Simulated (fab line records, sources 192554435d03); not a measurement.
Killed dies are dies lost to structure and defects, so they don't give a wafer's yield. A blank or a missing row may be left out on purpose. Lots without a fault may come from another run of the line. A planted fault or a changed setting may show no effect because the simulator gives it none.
A struck lot beside a sound one | flow n5_finfet | 16 steps out of a route of 1938
Sound: wafers L829.1, L829.3, L829.6. Struck: wafer L839.5. (L839.1, L839.3 of the same lot were not struck and are left out.) The cause comes at the end.
At each step with rows: each side's tool, then ch and its chambers, then its first start. Under that, the readings that differ: sound wafers | struck wafers | difference of the means | sigmas: that difference in standard deviations of wafers without a fault.
alike: readings whose means differ by less than 2 such deviations, and words and numbers that are the same on both sides. not compared: withheld readings, readings that some wafer has no value for, bounds like >300 that may hide the same value, and numbers for which the record gives no deviation and whose values overlap.
The two part at a step that has a row with sigmas, a row that says differs or no value, or rows on one side only. Numbers that don't overlap but have no deviation are shown without sigmas and don't part them. A reading that every wafer of one side lacks parts them only if that side has two wafers or more.

first, 1 step without rows for these wafers: N5_BEOL_M2_STRIP_36 (strips in N2/H2).
N5_BEOL_M2_TRENCH_ETCH_37: etches SiOC in C4F6/O2, target depth 55.555 nm, time 29.2 s.
  sound on rie_diel-01 ch 1,2; struck on rie_diel-01 ch 2
  alike: C4F6_flow_sccm, drypump_motor_current_A, mfc_ar_sccm, oes_product_au, rf_fwd_power_W, rf_vpp_V, showerhead_plenum_p_Torr, throttle_valve_pct
  not compared: rf_hours_counter_h
N5_BEOL_M2_ETCH_41: etches SiCN in CH3F/O2, target depth 29.9 nm, time 52.5 s.
  sound on rie_diel-01 ch 1,2; struck on rie_diel-01 ch 2
  alike: CH3F_flow_sccm, drypump_motor_current_A, mfc_ar_sccm, oes_product_au, rf_fwd_power_W, rf_vpp_V, showerhead_plenum_p_Torr, throttle_valve_pct
  not compared: rf_hours_counter_h
then, 1 step without rows for these wafers: N5_BEOL_M2_STRIP_97 (strips in N2/H2, time 10 s).
N5_BEOL_M2_OCD_MEAS_38:
  sound on ocd-01, day 8 22:15; struck on ocd-02, day 11 03:14
  alike: trench_depth_nm
then, 4 steps without rows for these wafers: N5_BEOL_M2_HM_STRIP_39 (strips TiN in peroxide tin strip, target depth 25 nm, time 158 s); N5_BEOL_M2_SRD_40 (time 30 s); N5_BEOL_M2_PRECLEAN_42 (cleans in residue remover, time 60 s); N5_BEOL_M2_SRD_43 (time 30 s).
N5_BEOL_M2_CD_MEAS_35: target cd 18 nm, target cd y 22.2 nm.
  sound on cd_sem-01, day 8 22:24; struck on cd_sem-01, day 11 03:23
  alike: cd_nm
N5_BEOL_M2_DEGAS_44: time 60 s.
  sound on pvd_sputter-02, day 8 22:50; struck on pvd_sputter-03, day 11 04:16
  alike: heater_power_w
N5_BEOL_M2_PRE_CLEAN_45: time 30 s.
  sound on pvd_sputter-02, day 8 22:52; struck on pvd_sputter-03, day 11 04:19
  alike: heater_power_w
N5_BEOL_M2_ALD_84: deposits TaN, pulse time 2 s, purge time 3 s, co reactant purge time 2 s.
  sound on ald_metal-02 ch 1,2,3, day 8 22:57; struck on ald_metal-02 ch 0, day 11 04:22
  reading    | sound    | struck | difference | sigmas
  ald_cycles | 30 30 30 | 32     | +2         |
  alike: heater_power_outer_w, heater_power_w
N5_BEOL_M2_SURFACE_TREAT_85:
  sound on pvd_sputter-02, day 8 23:19; struck on pvd_sputter-03, day 11 04:38
  not compared: throttle_valve_pct
N5_BEOL_M4_RC_MEAS_101:
  sound on prober-02 ch 0, day 9 19:05; struck on prober-02 ch 0, day 12 07:25
  reading       | sound          | struck | difference | sigmas
  SS_N (mV/dec) | 70.5 70.5 70.8 | 71.8   | +1.2       | +2
  alike: DIBL_N, DIBL_P, IOFF_N, IOFF_P, ION_N, ION_P, SS_P, VT_N, VT_P
-- the record jumps here: 5 days lie between the struck wafers' starts before and after (it left off in module BEOL_M4 and takes up again in module PASSIVATION, whose first step shown is number 1936 of the route) --
N5_PASSIVATION_PROBE_49:
  sound on prober-02, day 14 07:40; struck on prober-02, day 16 20:18
  reading         | sound  | struck | difference | sigmas
  killed_at_M4_up | 10 8 2 | 18     | +11        | +2
  alike: defect_limited_yield, killed_at_M0_to_M3, killed_at_contacts, killed_at_front_end, killed_at_other, killed_dies, killed_open, killed_short, sort_bin_5_function, sort_bin_6_memory, sort_n_pass, sort_yield_pct

WHERE THEY PART
First at N5_BEOL_M4_RC_MEAS_101; last, within this record, at N5_PASSIVATION_PROBE_49.

WHY: what the simulator had put in
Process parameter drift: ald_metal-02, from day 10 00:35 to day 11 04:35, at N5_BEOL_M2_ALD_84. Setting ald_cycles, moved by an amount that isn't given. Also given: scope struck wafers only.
